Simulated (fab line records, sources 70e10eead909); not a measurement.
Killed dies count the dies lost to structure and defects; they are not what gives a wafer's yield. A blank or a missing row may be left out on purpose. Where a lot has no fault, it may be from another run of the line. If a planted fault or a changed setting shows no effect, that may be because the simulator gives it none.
fab line records || flow nand-harc
record {"lots": 15, "wafers": 45, "last-day": 34}
route steps=1302 shown A_ONON_D1@429 A_CHANNEL_HOLE_D1@450
lots that met no fault: from a run of the same line without faults
start-h: hours from the record's opening day to when the first of the lot's shown wafers began || wait-h: hours from the lot's prior step to this one || " as in the row above || L1.1+2: one row covering several wafers at once || - no value, or no start was given || * or withheld: withheld || < > ~ a bound
route shown NAME@n: NAME is a module with steps in the file, n the number in the route of the first one || usual: mean/standard deviation of fault-free wafers || same: alike in all rows || chamber/n: place in a boat || sites: each site's reading || _std_site: how widely they spread, as a standard deviation || _edge_site: inner sites' mean taken away from outer sites' mean || radius-mm: for every site, how far away it sits from the centre of the wafer || mask NAME#n: copy n || behind: the last tool/chamber to shape the wafer || hold: what put the lot on hold/how long, in hours/how the hold closed || device: which transistor (n, p or np) failed to switch || end of line: the same wafers' tests at the end of the route || step lacking rows: just its recipe || killed: dies that structure and defects cost at the first sort, which is not the same as the wafer's yield || map: shows each die of a wafer: x if killed, . if not, _ if none is there
set.NAME: the setting the step ran with; set.NAME@STEP: the setting that earlier step ran with || model.NAME: the simulator's own value behind a step, which no gauge read
steps of the route over a sample of lots; a table a step, a row a wafer
services: when a tool's chamber went out of use (start-h, in hours from the record's first day, below 0 if earlier), for how many hours, and the reason
## steps
# step NHARC_A_ONON_D1_THK_MEAS_08
# recipe {"thk-meas-gauge": "ellipsometry"}
# usual {"thk-nm": "998/8.3"}
{"lot.wafer": "L613.4", "tool": "film-metro-01", "chamber": "-", "start-h": 160.80, "wait-h": "-", "thk-nm": 1008}
{"lot.wafer": "L613.5", "tool": "film-metro-01", "chamber": "-", "start-h": 160.80, "wait-h": "-", "thk-nm": 1010}
{"lot.wafer": "L613.6", "tool": "film-metro-01", "chamber": "-", "start-h": 160.80, "wait-h": "-", "thk-nm": 1010}
{"lot.wafer": "L614.2", "tool": "film-metro-02", "chamber": "-", "start-h": 179.22, "wait-h": "-", "thk-nm": 1011}
{"lot.wafer": "L614.3", "tool": "film-metro-02", "chamber": "-", "start-h": 179.22, "wait-h": "-", "thk-nm": 1011}
{"lot.wafer": "L614.5", "tool": "film-metro-02", "chamber": "-", "start-h": 179.22, "wait-h": "-", "thk-nm": 1009}
{"lot.wafer": "L616.1", "tool": "film-metro-02", "chamber": "-", "start-h": 191.45, "wait-h": "-", "thk-nm": 1011}
{"lot.wafer": "L616.2", "tool": "film-metro-02", "chamber": "-", "start-h": 191.45, "wait-h": "-", "thk-nm": 1008}
{"lot.wafer": "L616.3", "tool": "film-metro-02", "chamber": "-", "start-h": 191.45, "wait-h": "-", "thk-nm": 1008}
{"lot.wafer": "L617.1", "tool": "film-metro-01", "chamber": "-", "start-h": 202.49, "wait-h": "-", "thk-nm": 1009}
{"lot.wafer": "L617.3", "tool": "film-metro-01", "chamber": "-", "start-h": 202.49, "wait-h": "-", "thk-nm": 1009}
{"lot.wafer": "L617.4", "tool": "film-metro-01", "chamber": "-", "start-h": 202.49, "wait-h": "-", "thk-nm": 1009}
{"lot.wafer": "L618.1", "tool": "film-metro-01", "chamber": "-", "start-h": 209.77, "wait-h": "-", "thk-nm": 991}
{"lot.wafer": "L618.2", "tool": "film-metro-01", "chamber": "-", "start-h": 209.77, "wait-h": "-", "thk-nm": 988}
{"lot.wafer": "L618.4", "tool": "film-metro-01", "chamber": "-", "start-h": 209.77, "wait-h": "-", "thk-nm": 989}
{"lot.wafer": "L619.1", "tool": "film-metro-02", "chamber": "-", "start-h": 218.43, "wait-h": "-", "thk-nm": 990}
{"lot.wafer": "L619.3", "tool": "film-metro-02", "chamber": "-", "start-h": 218.43, "wait-h": "-", "thk-nm": 988}
{"lot.wafer": "L619.5", "tool": "film-metro-02", "chamber": "-", "start-h": 218.43, "wait-h": "-", "thk-nm": 991}
{"lot.wafer": "L620.1", "tool": "film-metro-02", "chamber": "-", "start-h": 237.47, "wait-h": "-", "thk-nm": 1003}
{"lot.wafer": "L620.3", "tool": "film-metro-02", "chamber": "-", "start-h": 237.47, "wait-h": "-", "thk-nm": 1001}
{"lot.wafer": "L620.4", "tool": "film-metro-02", "chamber": "-", "start-h": 237.47, "wait-h": "-", "thk-nm": 1001}
{"lot.wafer": "L624.1", "tool": "film-metro-01", "chamber": "-", "start-h": 268.97, "wait-h": "-", "thk-nm": 999}
{"lot.wafer": "L624.2", "tool": "film-metro-01", "chamber": "-", "start-h": 268.97, "wait-h": "-", "thk-nm": 999}
{"lot.wafer": "L624.3", "tool": "film-metro-01", "chamber": "-", "start-h": 268.97, "wait-h": "-", "thk-nm": 998}
{"lot.wafer": "L626.2", "tool": "film-metro-01", "chamber": "-", "start-h": 292.56, "wait-h": "-", "thk-nm": 996}
{"lot.wafer": "L626.5", "tool": "film-metro-01", "chamber": "-", "start-h": 292.56, "wait-h": "-", "thk-nm": 997}
{"lot.wafer": "L626.6", "tool": "film-metro-01", "chamber": "-", "start-h": 292.56, "wait-h": "-", "thk-nm": 998}
{"lot.wafer": "L627.2", "tool": "film-metro-02", "chamber": "-", "start-h": 310.86, "wait-h": "-", "thk-nm": 986}
{"lot.wafer": "L627.4", "tool": "film-metro-02", "chamber": "-", "start-h": 310.86, "wait-h": "-", "thk-nm": 988}
{"lot.wafer": "L627.5", "tool": "film-metro-02", "chamber": "-", "start-h": 310.86, "wait-h": "-", "thk-nm": 984}
{"lot.wafer": "L631.2", "tool": "film-metro-01", "chamber": "-", "start-h": 337.99, "wait-h": "-", "thk-nm": 1000}
{"lot.wafer": "L631.4", "tool": "film-metro-01", "chamber": "-", "start-h": 337.99, "wait-h": "-", "thk-nm": 1001}
{"lot.wafer": "L631.6", "tool": "film-metro-01", "chamber": "-", "start-h": 337.99, "wait-h": "-", "thk-nm": 1000}
{"lot.wafer": "L632.2", "tool": "film-metro-02", "chamber": "-", "start-h": 347.88, "wait-h": "-", "thk-nm": 990}
{"lot.wafer": "L632.5", "tool": "film-metro-02", "chamber": "-", "start-h": 347.88, "wait-h": "-", "thk-nm": 989}
{"lot.wafer": "L632.6", "tool": "film-metro-02", "chamber": "-", "start-h": 347.88, "wait-h": "-", "thk-nm": 989}
{"lot.wafer": "L633.2", "tool": "film-metro-02", "chamber": "-", "start-h": 365.87, "wait-h": "-", "thk-nm": 984}
{"lot.wafer": "L633.4", "tool": "film-metro-02", "chamber": "-", "start-h": 365.87, "wait-h": "-", "thk-nm": 982}
{"lot.wafer": "L633.6", "tool": "film-metro-02", "chamber": "-", "start-h": 365.87, "wait-h": "-", "thk-nm": 984}
{"lot.wafer": "L634.2", "tool": "film-metro-01", "chamber": "-", "start-h": 374.79, "wait-h": "-", "thk-nm": 996}
{"lot.wafer": "L634.4", "tool": "film-metro-01", "chamber": "-", "start-h": 374.79, "wait-h": "-", "thk-nm": 996}
{"lot.wafer": "L634.6", "tool": "film-metro-01", "chamber": "-", "start-h": 374.79, "wait-h": "-", "thk-nm": 995}
{"lot.wafer": "L635.1", "tool": "film-metro-01", "chamber": "-", "start-h": 391.60, "wait-h": "-", "thk-nm": 994}
{"lot.wafer": "L635.2", "tool": "film-metro-01", "chamber": "-", "start-h": 391.60, "wait-h": "-", "thk-nm": 996}
{"lot.wafer": "L635.3", "tool": "film-metro-01", "chamber": "-", "start-h": 391.60, "wait-h": "-", "thk-nm": 995}
# step NHARC_A_ONON_D1_THK_MEAS_18
# recipe {"thk-meas-gauge": "ellipsometry"}
# usual {"thk-nm": "998/8.2"}
{"lot.wafer": "L613.4", "tool": "film-metro-02", "chamber": "-", "start-h": 170.03, "wait-h": "-", "thk-nm": 1006}
{"lot.wafer": "L613.5", "tool": "film-metro-02", "chamber": "-", "start-h": 170.03, "wait-h": "-", "thk-nm": 1008}
{"lot.wafer": "L613.6", "tool": "film-metro-02", "chamber": "-", "start-h": 170.03, "wait-h": "-", "thk-nm": 1007}
{"lot.wafer": "L614.2", "tool": "film-metro-02", "chamber": "-", "start-h": 188.92, "wait-h": "-", "thk-nm": 988}
{"lot.wafer": "L614.3", "tool": "film-metro-02", "chamber": "-", "start-h": 188.92, "wait-h": "-", "thk-nm": 989}
{"lot.wafer": "L614.5", "tool": "film-metro-02", "chamber": "-", "start-h": 188.92, "wait-h": "-", "thk-nm": 989}
{"lot.wafer": "L616.1", "tool": "film-metro-02", "chamber": "-", "start-h": 202.60, "wait-h": "-", "thk-nm": 979}
{"lot.wafer": "L616.2", "tool": "film-metro-02", "chamber": "-", "start-h": 202.60, "wait-h": "-", "thk-nm": 981}
{"lot.wafer": "L616.3", "tool": "film-metro-02", "chamber": "-", "start-h": 202.60, "wait-h": "-", "thk-nm": 978}
{"lot.wafer": "L617.1", "tool": "film-metro-01", "chamber": "-", "start-h": 212.69, "wait-h": "-", "thk-nm": 996}
{"lot.wafer": "L617.3", "tool": "film-metro-01", "chamber": "-", "start-h": 212.69, "wait-h": "-", "thk-nm": 994}
{"lot.wafer": "L617.4", "tool": "film-metro-01", "chamber": "-", "start-h": 212.69, "wait-h": "-", "thk-nm": 994}
{"lot.wafer": "L618.1", "tool": "film-metro-01", "chamber": "-", "start-h": 218.64, "wait-h": "-", "thk-nm": 997}
{"lot.wafer": "L618.2", "tool": "film-metro-01", "chamber": "-", "start-h": 218.64, "wait-h": "-", "thk-nm": 998}
{"lot.wafer": "L618.4", "tool": "film-metro-01", "chamber": "-", "start-h": 218.64, "wait-h": "-", "thk-nm": 998}
{"lot.wafer": "L619.1", "tool": "film-metro-02", "chamber": "-", "start-h": 227.56, "wait-h": "-", "thk-nm": 989}
{"lot.wafer": "L619.3", "tool": "film-metro-02", "chamber": "-", "start-h": 227.56, "wait-h": "-", "thk-nm": 989}
{"lot.wafer": "L619.5", "tool": "film-metro-02", "chamber": "-", "start-h": 227.56, "wait-h": "-", "thk-nm": 990}
{"lot.wafer": "L620.1", "tool": "film-metro-01", "chamber": "-", "start-h": 249.96, "wait-h": "-", "thk-nm": 1009}
{"lot.wafer": "L620.3", "tool": "film-metro-01", "chamber": "-", "start-h": 249.96, "wait-h": "-", "thk-nm": 1009}
{"lot.wafer": "L620.4", "tool": "film-metro-01", "chamber": "-", "start-h": 249.96, "wait-h": "-", "thk-nm": 1007}
{"lot.wafer": "L624.1", "tool": "film-metro-01", "chamber": "-", "start-h": 277.92, "wait-h": "-", "thk-nm": 998}
{"lot.wafer": "L624.2", "tool": "film-metro-01", "chamber": "-", "start-h": 277.92, "wait-h": "-", "thk-nm": 999}
{"lot.wafer": "L624.3", "tool": "film-metro-01", "chamber": "-", "start-h": 277.92, "wait-h": "-", "thk-nm": 999}
{"lot.wafer": "L626.2", "tool": "film-metro-01", "chamber": "-", "start-h": 303.23, "wait-h": "-", "thk-nm": 1008}
{"lot.wafer": "L626.5", "tool": "film-metro-01", "chamber": "-", "start-h": 303.23, "wait-h": "-", "thk-nm": 1007}
{"lot.wafer": "L626.6", "tool": "film-metro-01", "chamber": "-", "start-h": 303.23, "wait-h": "-", "thk-nm": 1008}
{"lot.wafer": "L627.2", "tool": "film-metro-02", "chamber": "-", "start-h": 320.90, "wait-h": "-", "thk-nm": 992}
{"lot.wafer": "L627.4", "tool": "film-metro-02", "chamber": "-", "start-h": 320.90, "wait-h": "-", "thk-nm": 993}
{"lot.wafer": "L627.5", "tool": "film-metro-02", "chamber": "-", "start-h": 320.90, "wait-h": "-", "thk-nm": 991}
{"lot.wafer": "L631.2", "tool": "film-metro-02", "chamber": "-", "start-h": 347.98, "wait-h": "-", "thk-nm": 1003}
{"lot.wafer": "L631.4", "tool": "film-metro-02", "chamber": "-", "start-h": 347.98, "wait-h": "-", "thk-nm": 1005}
{"lot.wafer": "L631.6", "tool": "film-metro-02", "chamber": "-", "start-h": 347.98, "wait-h": "-", "thk-nm": 1003}
{"lot.wafer": "L632.2", "tool": "film-metro-01", "chamber": "-", "start-h": 359.58, "wait-h": "-", "thk-nm": 994}
{"lot.wafer": "L632.5", "tool": "film-metro-01", "chamber": "-", "start-h": 359.58, "wait-h": "-", "thk-nm": 994}
{"lot.wafer": "L632.6", "tool": "film-metro-01", "chamber": "-", "start-h": 359.58, "wait-h": "-", "thk-nm": 996}
{"lot.wafer": "L633.2", "tool": "film-metro-01", "chamber": "-", "start-h": 376.58, "wait-h": "-", "thk-nm": 1006}
{"lot.wafer": "L633.4", "tool": "film-metro-01", "chamber": "-", "start-h": 376.58, "wait-h": "-", "thk-nm": 1005}
{"lot.wafer": "L633.6", "tool": "film-metro-01", "chamber": "-", "start-h": 376.58, "wait-h": "-", "thk-nm": 1007}
{"lot.wafer": "L634.2", "tool": "film-metro-01", "chamber": "-", "start-h": 383.70, "wait-h": "-", "thk-nm": 985}
{"lot.wafer": "L634.4", "tool": "film-metro-01", "chamber": "-", "start-h": 383.70, "wait-h": "-", "thk-nm": 985}
{"lot.wafer": "L634.6", "tool": "film-metro-01", "chamber": "-", "start-h": 383.70, "wait-h": "-", "thk-nm": 985}
{"lot.wafer": "L635.1", "tool": "film-metro-01", "chamber": "-", "start-h": 404.19, "wait-h": "-", "thk-nm": 984}
{"lot.wafer": "L635.2", "tool": "film-metro-01", "chamber": "-", "start-h": 404.19, "wait-h": "-", "thk-nm": 986}
{"lot.wafer": "L635.3", "tool": "film-metro-01", "chamber": "-", "start-h": 404.19, "wait-h": "-", "thk-nm": 985}
# step NHARC_A_ONON_D1_THK_MEAS_24
# recipe {"thk-meas-gauge": "ellipsometry"}
# usual {"thk-nm": "998/9"}
{"lot.wafer": "L613.4", "tool": "film-metro-02", "chamber": "-", "start-h": 171.16, "wait-h": "-", "thk-nm": 982}
{"lot.wafer": "L613.5", "tool": "film-metro-02", "chamber": "-", "start-h": 171.16, "wait-h": "-", "thk-nm": 982}
{"lot.wafer": "L613.6", "tool": "film-metro-02", "chamber": "-", "start-h": 171.16, "wait-h": "-", "thk-nm": 982}
{"lot.wafer": "L614.2", "tool": "film-metro-01", "chamber": "-", "start-h": 190.33, "wait-h": "-", "thk-nm": 994}
{"lot.wafer": "L614.3", "tool": "film-metro-01", "chamber": "-", "start-h": 190.33, "wait-h": "-", "thk-nm": 993}
{"lot.wafer": "L614.5", "tool": "film-metro-01", "chamber": "-", "start-h": 190.33, "wait-h": "-", "thk-nm": 993}
{"lot.wafer": "L616.1", "tool": "film-metro-02", "chamber": "-", "start-h": 203.73, "wait-h": "-", "thk-nm": 983}
{"lot.wafer": "L616.2", "tool": "film-metro-02", "chamber": "-", "start-h": 203.73, "wait-h": "-", "thk-nm": 982}
{"lot.wafer": "L616.3", "tool": "film-metro-02", "chamber": "-", "start-h": 203.73, "wait-h": "-", "thk-nm": 983}
{"lot.wafer": "L617.1", "tool": "film-metro-02", "chamber": "-", "start-h": 213.83, "wait-h": "-", "thk-nm": 1006}
{"lot.wafer": "L617.3", "tool": "film-metro-02", "chamber": "-", "start-h": 213.83, "wait-h": "-", "thk-nm": 1006}
{"lot.wafer": "L617.4", "tool": "film-metro-02", "chamber": "-", "start-h": 213.83, "wait-h": "-", "thk-nm": 1004}
{"lot.wafer": "L618.1", "tool": "film-metro-01", "chamber": "-", "start-h": 219.77, "wait-h": "-", "thk-nm": 990}
{"lot.wafer": "L618.2", "tool": "film-metro-01", "chamber": "-", "start-h": 219.77, "wait-h": "-", "thk-nm": 989}
{"lot.wafer": "L618.4", "tool": "film-metro-01", "chamber": "-", "start-h": 219.77, "wait-h": "-", "thk-nm": 990}
{"lot.wafer": "L619.1", "tool": "film-metro-01", "chamber": "-", "start-h": 228.70, "wait-h": "-", "thk-nm": 1021}
{"lot.wafer": "L619.3", "tool": "film-metro-01", "chamber": "-", "start-h": 228.70, "wait-h": "-", "thk-nm": 1021}
{"lot.wafer": "L619.5", "tool": "film-metro-01", "chamber": "-", "start-h": 228.70, "wait-h": "-", "thk-nm": 1021}
{"lot.wafer": "L620.1", "tool": "film-metro-01", "chamber": "-", "start-h": 251.10, "wait-h": "-", "thk-nm": 1000}
{"lot.wafer": "L620.3", "tool": "film-metro-01", "chamber": "-", "start-h": 251.10, "wait-h": "-", "thk-nm": 997}
{"lot.wafer": "L620.4", "tool": "film-metro-01", "chamber": "-", "start-h": 251.10, "wait-h": "-", "thk-nm": 1000}
{"lot.wafer": "L624.1", "tool": "film-metro-01", "chamber": "-", "start-h": 279.07, "wait-h": "-", "thk-nm": 991}
{"lot.wafer": "L624.2", "tool": "film-metro-01", "chamber": "-", "start-h": 279.07, "wait-h": "-", "thk-nm": 991}
{"lot.wafer": "L624.3", "tool": "film-metro-01", "chamber": "-", "start-h": 279.07, "wait-h": "-", "thk-nm": 992}
{"lot.wafer": "L626.2", "tool": "film-metro-01", "chamber": "-", "start-h": 304.37, "wait-h": "-", "thk-nm": 1009}
{"lot.wafer": "L626.5", "tool": "film-metro-01", "chamber": "-", "start-h": 304.37, "wait-h": "-", "thk-nm": 1010}
{"lot.wafer": "L626.6", "tool": "film-metro-01", "chamber": "-", "start-h": 304.37, "wait-h": "-", "thk-nm": 1009}
{"lot.wafer": "L627.2", "tool": "film-metro-01", "chamber": "-", "start-h": 322.16, "wait-h": "-", "thk-nm": 998}
{"lot.wafer": "L627.4", "tool": "film-metro-01", "chamber": "-", "start-h": 322.16, "wait-h": "-", "thk-nm": 997}
{"lot.wafer": "L627.5", "tool": "film-metro-01", "chamber": "-", "start-h": 322.16, "wait-h": "-", "thk-nm": 997}
{"lot.wafer": "L631.2", "tool": "film-metro-02", "chamber": "-", "start-h": 349.12, "wait-h": "-", "thk-nm": 994}
{"lot.wafer": "L631.4", "tool": "film-metro-02", "chamber": "-", "start-h": 349.12, "wait-h": "-", "thk-nm": 993}
{"lot.wafer": "L631.6", "tool": "film-metro-02", "chamber": "-", "start-h": 349.12, "wait-h": "-", "thk-nm": 994}
{"lot.wafer": "L632.2", "tool": "film-metro-02", "chamber": "-", "start-h": 360.71, "wait-h": "-", "thk-nm": 989}
{"lot.wafer": "L632.5", "tool": "film-metro-02", "chamber": "-", "start-h": 360.71, "wait-h": "-", "thk-nm": 990}
{"lot.wafer": "L632.6", "tool": "film-metro-02", "chamber": "-", "start-h": 360.71, "wait-h": "-", "thk-nm": 988}
{"lot.wafer": "L633.2", "tool": "film-metro-01", "chamber": "-", "start-h": 377.74, "wait-h": "-", "thk-nm": 1000}
{"lot.wafer": "L633.4", "tool": "film-metro-01", "chamber": "-", "start-h": 377.74, "wait-h": "-", "thk-nm": 1003}
{"lot.wafer": "L633.6", "tool": "film-metro-01", "chamber": "-", "start-h": 377.74, "wait-h": "-", "thk-nm": 1001}
{"lot.wafer": "L634.2", "tool": "film-metro-01", "chamber": "-", "start-h": 384.84, "wait-h": "-", "thk-nm": 989}
{"lot.wafer": "L634.4", "tool": "film-metro-01", "chamber": "-", "start-h": 384.84, "wait-h": "-", "thk-nm": 990}
{"lot.wafer": "L634.6", "tool": "film-metro-01", "chamber": "-", "start-h": 384.84, "wait-h": "-", "thk-nm": 987}
{"lot.wafer": "L635.1", "tool": "film-metro-02", "chamber": "-", "start-h": 405.32, "wait-h": "-", "thk-nm": 999}
{"lot.wafer": "L635.2", "tool": "film-metro-02", "chamber": "-", "start-h": 405.32, "wait-h": "-", "thk-nm": 998}
{"lot.wafer": "L635.3", "tool": "film-metro-02", "chamber": "-", "start-h": 405.32, "wait-h": "-", "thk-nm": 999}
# step NHARC_A_CHANNEL_HOLE_D1_DEP_00
# recipe {"target-thk-a": 31000, "temp-c": 400, "material": "aC"}
# usual {"throttle-valve-pct": "35.001/0.0088"}
{"lot.wafer": "L613.4", "tool": "acl-dep-03", "chamber": 0, "start-h": 177.58, "wait-h": 4.8, "throttle-valve-pct": 34.998}
{"lot.wafer": "L613.5", "tool": "acl-dep-03", "chamber": 0, "start-h": 177.58, "wait-h": 4.8, "throttle-valve-pct": 34.990}
{"lot.wafer": "L613.6", "tool": "acl-dep-03", "chamber": 0, "start-h": 177.58, "wait-h": 4.8, "throttle-valve-pct": 35.008}
{"lot.wafer": "L614.2", "tool": "acl-dep-02", "chamber": 0, "start-h": 195.00, "wait-h": 2.9, "throttle-valve-pct": 34.997}
{"lot.wafer": "L614.3", "tool": "acl-dep-02", "chamber": 0, "start-h": 195.00, "wait-h": 2.9, "throttle-valve-pct": 35.001}
{"lot.wafer": "L614.5", "tool": "acl-dep-02", "chamber": 0, "start-h": 195.00, "wait-h": 2.9, "throttle-valve-pct": 34.979}
{"lot.wafer": "L616.1", "tool": "acl-dep-03", "chamber": 0, "start-h": 205.49, "wait-h": 0.1, "throttle-valve-pct": 35.004}
{"lot.wafer": "L616.2", "tool": "acl-dep-03", "chamber": 0, "start-h": 205.49, "wait-h": 0.1, "throttle-valve-pct": 35.012}
{"lot.wafer": "L616.3", "tool": "acl-dep-03", "chamber": 0, "start-h": 205.49, "wait-h": 0.1, "throttle-valve-pct": 35.000}
{"lot.wafer": "L617.1", "tool": "acl-dep-01", "chamber": 0, "start-h": 215.59, "wait-h": 0.1, "throttle-valve-pct": 35.003}
{"lot.wafer": "L617.3", "tool": "acl-dep-01", "chamber": 0, "start-h": 215.59, "wait-h": 0.1, "throttle-valve-pct": 35.015}
{"lot.wafer": "L617.4", "tool": "acl-dep-01", "chamber": 0, "start-h": 215.59, "wait-h": 0.1, "throttle-valve-pct": 35.004}
{"lot.wafer": "L618.1", "tool": "acl-dep-01", "chamber": 0, "start-h": 224.91, "wait-h": 3.5, "throttle-valve-pct": 34.990}
{"lot.wafer": "L618.2", "tool": "acl-dep-01", "chamber": 0, "start-h": 224.91, "wait-h": 3.5, "throttle-valve-pct": 35.005}
{"lot.wafer": "L618.4", "tool": "acl-dep-01", "chamber": 0, "start-h": 224.91, "wait-h": 3.5, "throttle-valve-pct": 34.998}
{"lot.wafer": "L619.1", "tool": "acl-dep-02", "chamber": 0, "start-h": 230.46, "wait-h": 0.1, "throttle-valve-pct": 34.999}
{"lot.wafer": "L619.3", "tool": "acl-dep-02", "chamber": 0, "start-h": 230.46, "wait-h": 0.1, "throttle-valve-pct": 35.005}
{"lot.wafer": "L619.5", "tool": "acl-dep-02", "chamber": 0, "start-h": 230.46, "wait-h": 0.1, "throttle-valve-pct": 34.996}
{"lot.wafer": "L620.1", "tool": "acl-dep-03", "chamber": 0, "start-h": 253.34, "wait-h": 0.6, "throttle-valve-pct": 35.003}
{"lot.wafer": "L620.3", "tool": "acl-dep-03", "chamber": 0, "start-h": 253.34, "wait-h": 0.6, "throttle-valve-pct": 34.992}
{"lot.wafer": "L620.4", "tool": "acl-dep-03", "chamber": 0, "start-h": 253.34, "wait-h": 0.6, "throttle-valve-pct": 35.013}
{"lot.wafer": "L624.1", "tool": "acl-dep-01", "chamber": 0, "start-h": 280.93, "wait-h": 0.1, "throttle-valve-pct": 35.003}
{"lot.wafer": "L624.2", "tool": "acl-dep-01", "chamber": 0, "start-h": 280.93, "wait-h": 0.1, "throttle-valve-pct": 35.016}
{"lot.wafer": "L624.3", "tool": "acl-dep-01", "chamber": 0, "start-h": 280.93, "wait-h": 0.1, "throttle-valve-pct": 35.003}
{"lot.wafer": "L624.1", "tool": "acl-dep-02", "chamber": 0, "start-h": 284.28, "wait-h": 3.0, "throttle-valve-pct": 34.987}
{"lot.wafer": "L624.2", "tool": "acl-dep-02", "chamber": 0, "start-h": 284.28, "wait-h": 3.0, "throttle-valve-pct": 34.992}
{"lot.wafer": "L624.3", "tool": "acl-dep-02", "chamber": 0, "start-h": 284.28, "wait-h": 3.0, "throttle-valve-pct": 34.998}
{"lot.wafer": "L626.2", "tool": "acl-dep-02", "chamber": 0, "start-h": 310.04, "wait-h": 4.0, "throttle-valve-pct": 35.014}
{"lot.wafer": "L626.5", "tool": "acl-dep-02", "chamber": 0, "start-h": 310.04, "wait-h": 4.0, "throttle-valve-pct": 35.009}
{"lot.wafer": "L626.6", "tool": "acl-dep-02", "chamber": 0, "start-h": 310.04, "wait-h": 4.0, "throttle-valve-pct": 35.006}
{"lot.wafer": "L627.2", "tool": "acl-dep-03", "chamber": 0, "start-h": 324.24, "wait-h": 0.4, "throttle-valve-pct": 35.005}
{"lot.wafer": "L627.4", "tool": "acl-dep-03", "chamber": 0, "start-h": 324.24, "wait-h": 0.4, "throttle-valve-pct": 35.000}
{"lot.wafer": "L627.5", "tool": "acl-dep-03", "chamber": 0, "start-h": 324.24, "wait-h": 0.4, "throttle-valve-pct": 34.990}
{"lot.wafer": "L627.2", "tool": "acl-dep-01", "chamber": 0, "start-h": 327.21, "wait-h": 2.7, "throttle-valve-pct": 35.001}
{"lot.wafer": "L627.4", "tool": "acl-dep-01", "chamber": 0, "start-h": 327.21, "wait-h": 2.7, "throttle-valve-pct": 34.994}
{"lot.wafer": "L627.5", "tool": "acl-dep-01", "chamber": 0, "start-h": 327.21, "wait-h": 2.7, "throttle-valve-pct": 35.006}
{"lot.wafer": "L631.2", "tool": "acl-dep-03", "chamber": 0, "start-h": 352.97, "wait-h": 2.0, "throttle-valve-pct": 34.992}
{"lot.wafer": "L631.4", "tool": "acl-dep-03", "chamber": 0, "start-h": 352.97, "wait-h": 2.0, "throttle-valve-pct": 35.012}
{"lot.wafer": "L631.6", "tool": "acl-dep-03", "chamber": 0, "start-h": 352.97, "wait-h": 2.0, "throttle-valve-pct": 34.999}
{"lot.wafer": "L631.2", "tool": "acl-dep-03", "chamber": 0, "start-h": 355.09, "wait-h": 1.8, "throttle-valve-pct": 35.009}
{"lot.wafer": "L631.4", "tool": "acl-dep-03", "chamber": 0, "start-h": 355.09, "wait-h": 1.8, "throttle-valve-pct": 34.990}
{"lot.wafer": "L631.6", "tool": "acl-dep-03", "chamber": 0, "start-h": 355.09, "wait-h": 1.8, "throttle-valve-pct": 34.998}
{"lot.wafer": "L632.2", "tool": "acl-dep-01", "chamber": 0, "start-h": 362.75, "wait-h": 0.4, "throttle-valve-pct": 35.008}
{"lot.wafer": "L632.5", "tool": "acl-dep-01", "chamber": 0, "start-h": 362.75, "wait-h": 0.4, "throttle-valve-pct": 34.984}
{"lot.wafer": "L632.6", "tool": "acl-dep-01", "chamber": 0, "start-h": 362.75, "wait-h": 0.4, "throttle-valve-pct": 35.006}
{"lot.wafer": "L633.2", "tool": "acl-dep-02", "chamber": 0, "start-h": 382.55, "wait-h": 3.1, "throttle-valve-pct": 34.991}
{"lot.wafer": "L633.4", "tool": "acl-dep-02", "chamber": 0, "start-h": 382.55, "wait-h": 3.1, "throttle-valve-pct": 35.011}
{"lot.wafer": "L633.6", "tool": "acl-dep-02", "chamber": 0, "start-h": 382.55, "wait-h": 3.1, "throttle-valve-pct": 34.998}
{"lot.wafer": "L634.2", "tool": "acl-dep-02", "chamber": 0, "start-h": 390.53, "wait-h": 4.0, "throttle-valve-pct": 35.012}
{"lot.wafer": "L634.4", "tool": "acl-dep-02", "chamber": 0, "start-h": 390.53, "wait-h": 4.0, "throttle-valve-pct": 35.009}
{"lot.wafer": "L634.6", "tool": "acl-dep-02", "chamber": 0, "start-h": 390.53, "wait-h": 4.0, "throttle-valve-pct": 34.984}
{"lot.wafer": "L635.1", "tool": "acl-dep-03", "chamber": 0, "start-h": 408.15, "wait-h": 1.2, "throttle-valve-pct": 34.985}
{"lot.wafer": "L635.2", "tool": "acl-dep-03", "chamber": 0, "start-h": 408.15, "wait-h": 1.2, "throttle-valve-pct": 34.994}
{"lot.wafer": "L635.3", "tool": "acl-dep-03", "chamber": 0, "start-h": 408.15, "wait-h": 1.2, "throttle-valve-pct": 34.987}
## services
{"tool": "acl-dep-01", "chamber": "-", "start-h": 189.16, "hours": 13.0, "kind": "pm"}
{"tool": "acl-dep-02", "chamber": "-", "start-h": 243.23, "hours": 13.0, "kind": "pm"}
{"tool": "acl-dep-03", "chamber": "-", "start-h": 299.80, "hours": 13.0, "kind": "pm"}
{"tool": "acl-dep-01", "chamber": "-", "start-h": 370.16, "hours": 13.0, "kind": "pm"}
## key
first-sign {"step": "NHARC_A_CHANNEL_HOLE_D1_DEP_00", "reading": "visit", "direction": "added"}
effect none on later readings
met-at NHARC_A_CHANNEL_HOLE_D1_DEP_00
struck-lots L624,L627,L631
later-rows-left-out L624.1,L624.2,L624.3,L627.2,L627.4,L627.5,L631.2,L631.4,L631.6
sort-left-out L624.1,L624.2,L624.3,L627.2,L627.4,L627.5,L631.2,L631.4,L631.6
tester-left-out L624,L627,L631
not-acting-at NHARC_A_ONON_D1_THK_MEAS_08,NHARC_A_ONON_D1_THK_MEAS_18,NHARC_A_ONON_D1_THK_MEAS_24
fault {"kind": "repeated-step-whole", "tool": "acl-dep-01,acl-dep-02,acl-dep-03", "chamber": "-", "onset-h": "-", "steps": "NHARC_A_CHANNEL_HOLE_D1_DEP_00", "times": 1, "scope": "struck-lots-only"}
# tester-left-out: of these lots the tester's yield and bins aren't shown, on N5 and GAA mostly nor the transistor test; their killed dies are dies lost to structure and defects alone, not to doping, threshold or leakage, so they don't give the yield
# sort-left-out: the simulated sort isn't trusted on such a fault, so these wafers' sort isn't shown, and their yield isn't known
# later-rows-left-out: the simulator's readings of these wafers behind a module that went badly wrong aren't trusted and aren't shown, but for the sort
